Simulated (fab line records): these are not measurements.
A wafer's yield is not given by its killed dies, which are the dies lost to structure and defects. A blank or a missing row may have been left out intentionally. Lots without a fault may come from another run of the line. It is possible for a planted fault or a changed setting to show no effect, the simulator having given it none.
Matching of chambers	flow nandHarc	4 sister chambers for NHARC_P_GATE_DESCUM_93 on rieDiel-02
The step chemistry O2, time 3 s. 4 wafers are shown with their chamber, then 10 later ones without.

## EACH WAFER AND ITS CHAMBER
wafer	chamber	drypumpMotorCurrentA (A)
L078.5	0	6.1
L084.4	1	5.4
L089.4	3	6.4
L089.5	2	5.2

## WAFERS WITH NO CHAMBER GIVEN
wafer	drypumpMotorCurrentA (A)
L089.6	5.4
L090.1	6.1
L090.4	5.2
L090.5	5.2
L093.1	5.4
L093.3	6.0
L093.4	5.2
L097.1	5.2
L097.2	5.4
L097.4	6.1

## WHICH CHAMBER EACH WENT THROUGH
wafer	from the rows above	in truth
L089.6	1	1
L090.1	0	0
L090.4	2	2
L090.5	2	2
L093.1	1	1
L093.3	0	0
L093.4	2	2
L097.1	2	2
L097.2	1	1
L097.4	0	0
Placed correctly: 10 of 10. From these rows, 0 cannot be placed. Wrongly placed: 0.
How it was worked out, from the rows above alone: a wafer's distance from a chamber is the root of the sum, over the readings, of the square of ((its reading less the chamber's mean) divided by the reading's scatter). The wafer belongs to the nearest chamber; if the next one is less than 2 further off, it can't be placed. Each chamber's mean is taken over the wafers shown for it. The scatter: root of mean squared gap, hidden wafer to nearest shown wafer, with one shown wafer a chamber.
